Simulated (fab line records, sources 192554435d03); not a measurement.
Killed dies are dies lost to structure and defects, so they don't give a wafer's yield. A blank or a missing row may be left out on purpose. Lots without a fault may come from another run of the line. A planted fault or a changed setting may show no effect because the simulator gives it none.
Problem report in the 8D (eight disciplines) form, filled by code | flow n5_finfet | the parts of the form that need people (team, actions taken, sign-off) are left out

1. THE PROBLEM
etch_rf_on_time_s at N5_MOL_CONTACT_COAG_ETCH_47 reads a mean of 37.5 s on 9 wafers of 3 lots; wafers without a fault read 31.4 s with a standard deviation of 0.44. That is +14 standard deviations from the usual mean.
The step: etches SiNx in CH3F/O2, stops on W, target depth 27 nm.
First seen on wafer L796.2, day 8 18:11, on rie_diel-01. The record holds 24 wafers of 8 lots with a number at this step. Rule for "out", or "out of limits": more than 4 standard deviations from the usual mean. The other wafers with a number count as sound.

2. WHAT IT IS AND WHAT IT IS NOT
question                    | is                     | is not
which readings at this step | etch_rf_on_time_s      | drypump_motor_current_A, oes_product_au, rf_vpp_V, showerhead_plenum_p_Torr
which lots                  | L796, L798, L799       | L790, L793, L797, L804, L805
which wafers of those lots  | all that have a number | -
read on which tools         | rie_diel-01            | rie_diel-03, rie_diel-05
when                        | from day 8 18:11       | up to then (6 sound wafers); but 9 sound wafers of L797, L804, L805 came after

3. SUSPECTS, AND WHAT RULES EACH OUT
Counting: a tool at a process step up to the reading stays a suspect if it ran every lot that is out and no sound lot after the first of them.
- rie_diel-01 at N5_MOL_CONTACT_COAG_ETCH_47 (etches SiNx in CH3F/O2, stops on W, target depth 27 nm): kept. It ran every lot that is out, first L796 (day 8 18:11), and no sound lot after that; its last sound lot up to then is L793 (day 7 22:44). Its own readings are out on those wafers: etch_rf_on_time_s.
Left after counting: rie_diel-01 at N5_MOL_CONTACT_COAG_ETCH_47.

4. THE CAUSE (what the simulator had put in)
Process parameter drift: rie_diel-01, from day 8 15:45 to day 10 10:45, at N5_MOL_CONTACT_COAG_ETCH_47. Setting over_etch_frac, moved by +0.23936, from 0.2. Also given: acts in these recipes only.
Counting left only this tool.

5. THE CHAIN OF EFFECTS, in route order
Each row: a reading whose mean over the struck wafers that have a number lies more than 3 standard deviations from the usual. Only readings for which the record gives a usual standard deviation are gone through. hours: the time from each lot's start at the first step in this table that gives one to its start at this step, as a median over the lots. sigmas: the change in usual standard deviations.
hours | step                        | reading           | usual  | on struck wafers | change | sigmas
0     | N5_MOL_CONTACT_COAG_ETCH_47 | etch_rf_on_time_s | 31.4 s | 37.5             | +6.1   | +14
The process steps in it:
- N5_MOL_CONTACT_COAG_ETCH_47: etches SiNx in CH3F/O2, stops on W, target depth 27 nm.
Later measuring or inspecting steps at which every struck wafer that the step has a row for has a number for every such reading, and none has moved that far: N5_BEOL_M4_RC_MEAS_101.

6. WHAT WOULD HAVE CAUGHT IT SOONER
In this record the first reading out of limits was taken at day 8 18:11, 2 hours after the fault began at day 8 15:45.
